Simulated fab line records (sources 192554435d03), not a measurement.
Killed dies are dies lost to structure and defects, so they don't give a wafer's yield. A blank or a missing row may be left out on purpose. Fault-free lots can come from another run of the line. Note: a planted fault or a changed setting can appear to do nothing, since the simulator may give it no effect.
A struck lot beside a sound one || flow n5_finfet || 15 steps out of a route of 1938
Sound: these wafers, L313.1, L313.5, L313.6. Struck: wafer L321.4 (left out: L321.3, L321.5 of the same lot, which were not struck); the cause appears at the end.
Each step with rows lists, per side, the tool, then ch with its chambers, then its first start. Under that, the readings that differ: sound wafers || struck wafers || difference of the means || sigmas: that difference in standard deviations of wafers without a fault.
alike: readings with means less than 2 such deviations apart, plus words and numbers identical on both sides. not compared: withheld readings, readings lacking a value on some wafer, bounds such as >300 that could conceal the same value, and numbers that have no deviation in the record and whose values overlap.
A row with sigmas, a row that says differs or no value, or rows on one side alone: a step with any of these is where the two part. Numbers that have no deviation but don't overlap get no sigmas and don't part them. A reading that every wafer of one side lacks parts them only if that side has two wafers or more.

first, 8 steps without rows for these wafers: N5_MIM_TOP_LITHO_HMDS_01 (time 60 s); N5_MIM_TOP_LITHO_COAT_02; N5_MIM_TOP_LITHO_EBR_04; N5_MIM_TOP_LITHO_SOFTBAKE_03 (time 90 s); N5_MIM_TOP_LITHO_EXPOSE_05 (exposes mask MIM TOP, target cd 2000 nm); N5_MIM_TOP_LITHO_PEB_06; N5_MIM_TOP_LITHO_DEVELOP_07 (develop time 60 s); N5_MIM_TOP_LITHO_HARDBAKE_09 (time 120 s).
N5_MIM_TOP_LITHO_CD_MEAS_08: the cd target is 2000 nm.
  sound on cd_sem-03 ch 0, day 12 08:42; struck on cd_sem-03 ch 0, day 14 03:32
  alike: cd_nm
N5_MIM_TOP_LITHO_OVL_MEAS_11:
  sound on overlay-02 ch 0, day 12 08:44; struck on overlay-01 ch 0, day 14 03:34
  alike: MIM_TOP_OVL
N5_MIM_TOP_LITHO_INSPECT_12: inspects for defects (macro).
  sound on defect_inspect-02, day 12 08:45; struck on defect_inspect-01, day 14 03:36
  alike: raw_defect_count
N5_MIM_TOP_LITHO_DESCUM_10: chemistry O2, time 7.9 s.
  sound on rie_diel-06 ch 0,1,2, day 12 08:47; struck on rie_diel-06 ch 0, day 14 03:38
  alike: bias_power_w, drypump_motor_current_A, oes_product_au, rf_vpp_V, showerhead_plenum_p_Torr, throttle_valve_pct
  not compared: rf_hours_counter_h
N5_MIM_TOP_ETCH_ETCH_00: etches TiN in Cl2/BCl3, target depth 38.5 nm.
  sound on rie_metal-01 ch 0,1, day 12 08:52; struck on rie_metal-01 ch 0, day 14 03:46
{"reading": "oes_product_au (a.u.)", "sound": "0.91 0.95 0.90", "struck": 1.14, "difference": "+0.22", "sigmas": "+2"}
{"reading": "model.MIM_TOP_ETCH.feature_depth_nm (nm)", "sound": "40.2 40.4 39.8", "struck": 56, "difference": "+16", "sigmas": ""}
{"reading": "model.etch.depth_nm (nm)", "sound": "40.3 40.46 39.78", "struck": 55.98, "difference": "+15.80", "sigmas": ""}
  alike: drypump_motor_current_A, throttle_valve_pct
  not compared: rf_hours_counter_h, model.coat_of_MIM_TOP_LITHO_COAT_02.thk_nm
N5_MIM_TOP_ETCH_STRIP_01: strips in O2.
  sound on rie_diel-04 ch 2,3, day 12 09:01; struck on rie_diel-05 ch 0, day 14 03:52
  alike: drypump_motor_current_A, oes_product_au, rf_vpp_V, showerhead_plenum_p_Torr, throttle_valve_pct
  not compared: rf_hours_counter_h
N5_PASSIVATION_PROBE_49:
  record: rows for the struck wafers here (prober-01, day 14 14:44), none for the sound ones

## WHERE THEY PART
At N5_MIM_TOP_ETCH_ETCH_00 first; at N5_PASSIVATION_PROBE_49 last (within this record only).

WHY: what the simulator had put in
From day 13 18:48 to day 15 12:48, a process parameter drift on rie_metal-01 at N5_MIM_TOP_ETCH_ETCH_00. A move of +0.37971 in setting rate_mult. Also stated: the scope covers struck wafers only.
